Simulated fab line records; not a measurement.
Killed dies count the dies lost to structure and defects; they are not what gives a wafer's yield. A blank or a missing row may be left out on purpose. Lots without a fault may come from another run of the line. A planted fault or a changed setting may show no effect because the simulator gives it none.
fab line records    flow n5-finfet
record: lots: 5  wafers: 15  last-day: 18
route steps=1938 shown MOL_CONTACT_COAG@577 BEOL_M4@1111 PASSIVATION@1936
lots that met no fault: taken from a fault-free run of the same line
start-h: hours from the record's first day to the start of the lot's first wafer shown    wait-h: time in hours since the lot's previous step    " repeats the value in the row above    L1.1+2: a row that stands for several wafers    - no value present, or no start provided    * or withheld: withheld    < > ~ a bound
route shown NAME@n: NAME is a module with steps in the file, n the number in the route of the first one    usual: mean and standard deviation over wafers with no fault    same: alike in all rows    chamber/n: place in a boat    sites: the reading at each site    _std_site: their standard deviation    _edge_site: inner sites' mean taken away from outer sites' mean    radius-mm: how far each site lies from the wafer's centre    mask NAME#n: copy n    behind: the most recent tool/chamber to have shaped the wafer    hold: cause of the lot's hold/its duration in hours/its outcome    device: names the non-switching transistor (n, p or np)    end of line: at the end of the route, the tests of the same wafers    where a step has no rows: the recipe by itself    killed: not the wafer's yield, but the dies lost to structure and defects at the first sort    map: the dies of a wafer, with x for killed, . for not killed, _ for no die there
set.NAME: the setting as run; set.NAME@STEP: as run at that earlier step    model.NAME: the simulator's own value behind a step, which no gauge read
lots seen at some steps along the route; tables by step, rows by wafer
services: from which hour (start-h, from the record's first day; less than 0 if before it) a tool's chamber was out of use, for how many hours, and why
== steps ==
step: N5_MOL_CONTACT_COAG_ETCH_89
recipe: chemistry: N2/H2  target: underlayer  target-depth-a: 130  mask-material: CAR-EUV  time-s: 10.4  ion-energy-ev: 200  pressure-mtorr: 30  source-w: 840  bias-w: 150  n2-flow-sccm: 200  h2-flow-sccm: 200  ends: cleared
step: N5_MOL_CONTACT_COAG_ETCH_90
recipe: chemistry: CF4  target: SiARC  target-depth-a: 130  mask-material: CAR-EUV  time-s: 21.7  ion-energy-ev: 80  pressure-mtorr: 40  source-w: 545  bias-w: 36  Ar_flow_sccm: 100  cf4-flow-sccm: 100  ends: cleared
step: N5_MOL_CONTACT_COAG_ALD_131
recipe: material: SiO2  target-thk-a: 50  temp-c: 100  ald-precursor-family: BDEAS  ald-co-reactant: O2-plasma  pulse-time-s: 1  co-reactant-pulse-time-s: 1  purge-time-s: 2  co-reactant-purge-time-s: 2  ald-cycles: 35  pressure-torr: 2
step: N5_MOL_CONTACT_COAG_ETCHBACK_132
recipe: chemistry: CHF3  target: SiO2  target-depth-a: 100  time-s: 6.7  ion-energy-ev: 200  pressure-mtorr: 30  source-w: 610  bias-w: 170  Ar_flow_sccm: 200  CHF3_flow_sccm: 50
step: N5_MOL_CONTACT_COAG_ETCH_91
recipe: chemistry: N2/H2  target: SOC  target-depth-a: 600  overetch-a: 210  mask-material: SiARC  temp-c: 40  time-s: 101.2  ion-energy-ev: 200  pressure-mtorr: 30  source-w: 840  bias-w: 150  n2-flow-sccm: 200  h2-flow-sccm: 200
step: N5_MOL_CONTACT_COAG_STRIP_92
recipe: chemistry: N2/H2  temp-c: 40  n2-flow-sccm: 200  h2-flow-sccm: 200  rf-frequency-hz: 6e+07
step: N5_MOL_CONTACT_COAG_STRIP_93
recipe: chemistry: N2/H2  temp-c: 40  n2-flow-sccm: 200  h2-flow-sccm: 200  rf-frequency-hz: 6e+07
step: N5_MOL_CONTACT_COAG_ETCHBACK_135
recipe: chemistry: CHF3  target: SiO2  target-depth-a: 250  time-s: 16.7  ion-energy-ev: 200  pressure-mtorr: 30  source-w: 610  bias-w: 170  Ar_flow_sccm: 200  CHF3_flow_sccm: 50
step: N5_MOL_CONTACT_COAG_STRIP_118
recipe: chemistry: CHF3  resist: SiARC  rf-frequency-hz: 6e+07
step: N5_MOL_CONTACT_COAG_VIA_ETCH_46
recipe: chemistry: C4F6/O2  target-depth-a: 460  overetch-a: 92  mask-material: SOC  target: SiO2  bias-w: 455  pressure-mtorr: 10  time-s: 40  source-w: 325  Ar_flow_sccm: 300  C4F6_flow_sccm: 10  O2_flow_sccm: 10  ion-energy-ev: 575.3  ends: end-point
step: N5_MOL_CONTACT_COAG_STRIP_96
recipe: chemistry: N2/H2  power-w: 500  temp-c: 40  pressure-mtorr: 50  rf-frequency-hz: 6e+07  overash-fraction: 0.3  bias-power-w: 28  h2-frac: 0.5  n2-flow-sccm: 300  h2-flow-sccm: 300
step: N5_MOL_CONTACT_COAG_ETCH_47
recipe: chemistry: CH3F/O2  target: SiNx  target-depth-a: 270  mask-material: SiO2  stop-on: W  over-etch-frac: 0.2  ion-energy-ev: 120  endpoint: OES-CN  pressure-mtorr: 30  source-w: 395  bias-w: 73  Ar_flow_sccm: 150  CH3F_flow_sccm: 30  O2_flow_sccm: 20  ends: end-point
step: N5_MOL_CONTACT_COAG_STRIP_119
recipe: chemistry: N2/H2  time-s: 30  power-w: 1000  temp-c: 250  pressure-mtorr: withheld  n2-flow-sccm: 1750  h2-flow-sccm: 3250
usual: drypump-motor-current-A: 5.6/0.56  h2-flow-sccm: 3249/9.3  heater-power-w: 351/39
lot.wafer  tool             chamber  start-h  wait-h  drypump-motor-current-A  h2-flow-sccm  heater-power-w  rf-hours-counter-h
L751.3     plasma-asher-01  0        152.90   0.1     -                        -             -               -
L751.4     "                1        "        "       -                        -             -               -
L751.5     "                0        "        "       -                        -             -               -
L752.2     plasma-asher-01  1        156.89   0.1     -                        -             -               -
L752.3     "                1        "        "       -                        -             -               -
L752.6     "                1        "        "       -                        -             -               -
L753.2     plasma-asher-01  1        164.22   0.1     -                        -             -               -
L753.4     "                1        "        "       -                        -             -               -
L753.5     "                1        "        "       -                        -             -               -
L764.2     plasma-asher-01  0        233.52   0.1     6.3                      3273          428             69
L764.5     "                1        "        "       6.0                      3247          323             -
L764.6     "                0        "        "       6.3                      3258          427             -
L765.1     plasma-asher-02  0        239.66   0.1     4.8                      3271          324             120
L765.2     "                1        "        "       5.6                      3247          335             120
L765.4     "                0        "        "       4.8                      3255          322             -
step: N5_MOL_CONTACT_COAG_PRECLEAN_144
recipe: chemistry: alkaline-clean  temp-c: 60  time-s: 60  do-ppb: 50
step: N5_MOL_CONTACT_COAG_SRD_145
recipe: dry: ipa-marangoni  time-s: 30  temp-c: 23  rinse-liquid: diw
step: N5_MOL_CONTACT_COAG_COAT_62
recipe: resist: SOC  temp-c: 250  time-s: 60  spin-rpm: 1500  resist-thk-nm: 60
step: N5_MOL_CONTACT_COAG_COAT_63
recipe: resist: SiARC  temp-c: 220  time-s: 60  spin-rpm: 1500  resist-thk-nm: 10
step: N5_MOL_CONTACT_COAG_COAT_64
recipe: resist: underlayer  temp-c: 205  time-s: 60  spin-rpm: 1500  resist-thk-nm: 10
step: N5_MOL_CONTACT_COAG_COAT_34
recipe: resist: CAR-EUV  spin-rpm: 1500  resist-thk-nm: 40
step: N5_MOL_CONTACT_COAG_EBR_36
recipe: solvent: PGMEA  ebr-width-mm: 1.5
step: N5_MOL_CONTACT_COAG_SOFTBAKE_35
recipe: temp-c: 110  time-s: 60  resist: CAR-EUV
step: N5_MOL_CONTACT_COAG_EXPOSE_37
recipe: mask-id: VD  na: 0.33  source-shape: annular  sigma-inner: 0.3  sigma-outer: 0.7  polarization: unpolarized  defocus-nm: 0  dose-mj: 62
step: N5_MOL_CONTACT_COAG_PEB_38
recipe: peb-temp-c: 100  peb-time-s: 60  resist: CAR-EUV
step: N5_MOL_CONTACT_COAG_DEVELOP_39
recipe: develop-time-s: 30  developer: TMAH  resist: CAR-EUV  rinse-liquid: surfactant-rinse  dry: air-spin  dev-temp-c: 23
step: N5_MOL_CONTACT_COAG_INSPECT_42
recipe: mode: adi  inspect-instrument: brightfield
usual: raw-defect-count: 214/49
lot.wafer  tool               chamber  start-h  wait-h  raw-defect-count
L751.3     defect-inspect-02  -        153.43   0.0     601
L751.4     "                  -        "        "       648
L751.5     "                  -        "        "       627
L752.2     defect-inspect-01  -        157.45   0.0     668
L752.3     "                  -        "        "       621
L752.6     "                  -        "        "       616
L753.2     defect-inspect-02  -        164.92   0.0     651
L753.4     "                  -        "        "       652
L753.5     "                  -        "        "       614
L764.2     defect-inspect-02  -        234.07   0.0     209
L764.5     "                  -        "        "       328
L764.6     "                  -        "        "       254
L765.1     defect-inspect-02  -        240.34   0.1     365
L765.2     "                  -        "        "       461
L765.4     "                  -        "        "       157
step: N5_MOL_CONTACT_COAG_DESCUM_45
recipe: chemistry: O2  time-s: 7  source-power-w: 50  bias-power-w: 20  pressure-mtorr: 20  rf-frequency-hz: 2.712e+07  temp-c: 40  resist: CAR-EUV  o2-flow-sccm: 225
step: N5_BEOL_M4_RC_MEAS_101
usual: DIBL_N: 36.4/1.7  DIBL_P: 36.4/2.1  IOFF_N: 0.16/0.035  IOFF_P: 0.21/0.035  ION_N: 680/11  ION_P: 465/6.8  SS_N: 71.5/0.58  SS_P: 73.2/0.72  VT_N: 249/3.6  VT_P: -250/3.1
lot.wafer  tool       chamber  start-h  wait-h  DIBL_N[mV/V]  DIBL_P[mV/V]  IOFF_N[nA/um]  IOFF_P[nA/um]  ION_N[uA/um]  ION_P[uA/um]  SS_N[mV/dec]  SS_P[mV/dec]  VT_N[mV]  VT_P[mV]
L751.3     prober-02  0        218.54   0.3     38.2          38.6          0.18           0.22           677           457           72.4          73.4          249       -249
L751.4     "          0        "        "       38.6          40.2          0.20           0.25           690           474           72.3          74.0          245       -248
L751.5     "          0        "        "       37.3          37.8          0.16           0.21           680           465           71.6          73.6          254       -251
L752.2     prober-01  0        220.90   0.2     36.7          34.2          0.15           0.20           678           458           71.6          73.0          249       -248
L752.3     "          0        "        "       37.7          36.1          0.18           0.24           688           474           71.8          73.6          243       -246
L752.6     "          0        "        "       36.3          33.6          0.14           0.19           668           459           71.7          72.5          253       -253
L753.2     prober-02  0        233.23   0.2     38.1          39.4          0.18           0.22           674           461           71.9          73.7          248       -250
L753.4     "          0        "        "       35.0          36.0          0.14           0.18           674           461           71.0          72.9          251       -251
L753.5     "          0        "        "       35.5          35.8          0.13           0.17           674           462           70.5          74.0          253       -252
L764.2     prober-01  0        306.27   0.7     37.3          36.7          0.16           0.23           682           467           71.7          72.8          249       -247
L764.5     "          0        "        "       35.5          34.1          0.14           0.19           683           469           71.3          73.1          252       -251
L764.6     "          0        "        "       37.7          37.6          0.17           0.25           686           471           71.9          73.9          249       -247
L765.1     prober-01  0        309.46   0.0     37.1          37.3          0.17           0.24           685           471           71.3          73.8          249       -247
L765.2     "          0        "        "       37.0          36.5          0.16           0.23           674           461           71.4          73.7          250       -248
L765.4     "          0        "        "       36.6          35.0          0.15           0.21           668           462           71.9          73.1          251       -250
step: N5_PASSIVATION_PROBE_49
usual: defect-limited-yield: 91.3/1.4  killed_at_M0_to_M3: 36/11  killed_at_M4_up: 13/5.2  killed-at-contacts: 13/6.5  killed-at-front-end: 37/11  killed-at-other: 3.6/2.9  killed-dies: 103/17  killed-open: 68/12  killed-short: 33/7.3  sort_bin_5_function: 5.2/0.91  sort_bin_6_memory: 3.2/0.67  sort-n-pass: 1077/17  sort-yield-pct: 91.3/1.4
same: gross-dies: 1180  killed-at-back-side: 0  sort_bin_4_leakage[%]: 0  sort_bin_8_speed[%]: 0
lot.wafer  tool       chamber  start-h  wait-h  defect-limited-yield[%]  killed_at_M0_to_M3  killed_at_M4_up  killed-at-contacts  killed-at-front-end  killed-at-other  killed-dies  killed-open  killed-short  sort_bin_5_function[%]  sort_bin_6_memory[%]  sort-n-pass  sort-yield-pct[%]
L751.3     prober-01  -        333.03   0.1     89.8                     40                  14               13                  50                   3                120          75           42            6.2                     3.7                   1060         89.8
L751.4     prober-01  -        333.08   0.2     89.7                     40                  20               21                  36                   5                122          86           34            5.9                     4.0                   1058         89.7
L751.5     prober-01  -        333.13   0.2     90.4                     36                  14               18                  36                   9                113          74           39            5.3                     4.2                   1067         90.4
L753.2     prober-01  -        337.51   0.1     89.9                     35                  8                34                  36                   6                119          83           34            6.1                     3.7                   1061         89.9
L753.4     prober-01  -        337.61   0.2     92.2                     15                  16               25                  30                   6                92           62           27            4.7                     2.9                   1088         92.2
L753.5     prober-01  -        337.66   0.2     93.3                     20                  16               27                  14                   2                79           57           22            3.9                     2.5                   1101         93.3
L752.2     prober-01  -        341.37   0.1     90.8                     32                  17               18                  33                   8                108          72           36            5.2                     4.0                   1072         90.8
L752.3     prober-01  -        341.42   0.1     89.5                     31                  10               14                  59                   10               124          74           42            5.1                     4.1                   1056         89.5
L752.6     prober-01  -        341.57   0.3     91.8                     25                  12               11                  46                   3                97           62           34            5.7                     2.5                   1083         91.8
killed by level:class
L751.3 MOL_CONTACT_COAG:geometric-particle:open=12 BEOL_M2:geometric-particle:open=10 STI_FIN_REVEAL:geometric-particle:open=8 ILD0:geometric-particle:open=8 BEOL_M0_SAQP:geometric-particle:open=7 ILD0:geometric-particle:short=7 BEOL_M0_SAQP:geometric-particle:short=7 STI_FIN_REVEAL:geometric-particle:short=6
L751.4 MOL_CONTACT_COAG:geometric-particle:open=17 FIN_SAQP:geometric-particle:open=15 BEOL_M0_SAQP:geometric-particle:short=12 BEOL_M0_SAQP:geometric-particle:open=11 BEOL_M2:geometric-particle:open=10 BEOL_M5:geometric-particle:open=8 FIN_SAQP:geometric-particle:short=5 STI_FIN_REVEAL:geometric-particle:open=5
L751.5 MOL_CONTACT_COAG:geometric-particle:open=12 FIN_SAQP:geometric-particle:open=10 BEOL_M3:geometric-particle:open=9 FIN_SAQP:geometric-particle:short=8 BEOL_M0_SAQP:geometric-particle:open=8 GATE_CUT:geometric-particle:short=7 MOL_CONTACT_COAG:geometric-particle:short=6 BEOL_M0_SAQP:geometric-particle:short=6
L753.2 MOL_CONTACT_COAG:geometric-particle:open=27 BEOL_M0_SAQP:geometric-particle:open=9 STI_FIN_REVEAL:geometric-particle:open=8 BEOL_M0_SAQP:geometric-particle:short=8 BEOL_M3:geometric-particle:open=8 MOL_CONTACT_COAG:geometric-particle:short=7 DUMMY_GATE:geometric-particle:open=5 FIN_SAQP:geometric-particle:open=4
L753.4 MOL_CONTACT_COAG:geometric-particle:open=22 STI_FIN_REVEAL:geometric-particle:open=4 GATE_CUT:geometric-particle:open=4 BEOL_M3:geometric-particle:open=4 BEOL_M5:geometric-particle:open=4 MIM_TOP_ETCH:geometric-particle:open=4 FIN_SAQP:geometric-particle:open=3 GATE_CUT:geometric-particle:short=3
L753.5 MOL_CONTACT_COAG:geometric-particle:open=20 MOL_CONTACT_COAG:geometric-particle:short=7 BEOL_M4:geometric-particle:open=7 BEOL_M2:geometric-particle:open=6 BEOL_M0_SAQP:geometric-particle:short=5 BEOL_M0_SAQP:geometric-particle:open=5 STI_FIN_REVEAL:geometric-particle:open=4 DUMMY_GATE:geometric-particle:open=2
L752.2 MOL_CONTACT_COAG:geometric-particle:open=15 BEOL_M2:geometric-particle:open=13 STI_FIN_REVEAL:geometric-particle:open=11 BEOL_M4:geometric-particle:open=7 GATE_CUT:geometric-particle:short=6 BEOL_M0_SAQP:geometric-particle:open=6 PASS1_DEP:geometric-particle:short=5 FIN_SAQP:geometric-particle:open=4
L752.3 FIN_SAQP:geometric-particle:open=14 MOL_CONTACT_COAG:geometric-particle:open=12 FIN_SAQP:geometric-particle:short=11 BEOL_M2:geometric-particle:open=11 HKMG_FIN:area-etch=8 STI_FIN_REVEAL:geometric-particle:open=6 PASS1_DEP:geometric-particle:short=6 GATE_CUT:geometric-particle:short=4
L752.6 STI_FIN_REVEAL:geometric-particle:open=17 MOL_CONTACT_COAG:geometric-particle:open=11 BEOL_M0_SAQP:geometric-particle:short=6 FIN_SAQP:geometric-particle:open=5 FIN_SAQP:geometric-particle:short=5 BEOL_M2:geometric-particle:open=5 BEOL_M0_SAQP:geometric-particle:open=4 BEOL_M3:geometric-particle:open=4
== services ==
tool             chamber  start-h  hours  kind
plasma-asher-02  -        176.14   4.9    repair
== key ==
first-sign: step: N5_MOL_CONTACT_COAG_STRIP_119  reading: tool-record  direction: missing
effect: step: N5_MOL_CONTACT_COAG_INSPECT_42  reading: raw-defect-count  direction: up  sigmas: 8.5  usual: 214  struck: 633
met-at N5_MOL_CONTACT_COAG_STRIP_119
struck-wafers L751.3,L751.4,L751.5,L752.2,L752.3,L752.6,L753.2,L753.4,L753.5
fault: kind: skipped-step-whole  tool: plasma-asher-01  chamber: -  onset-h: 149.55  steps: N5_MOL_CONTACT_COAG_STRIP_119  scope: struck-lots-only
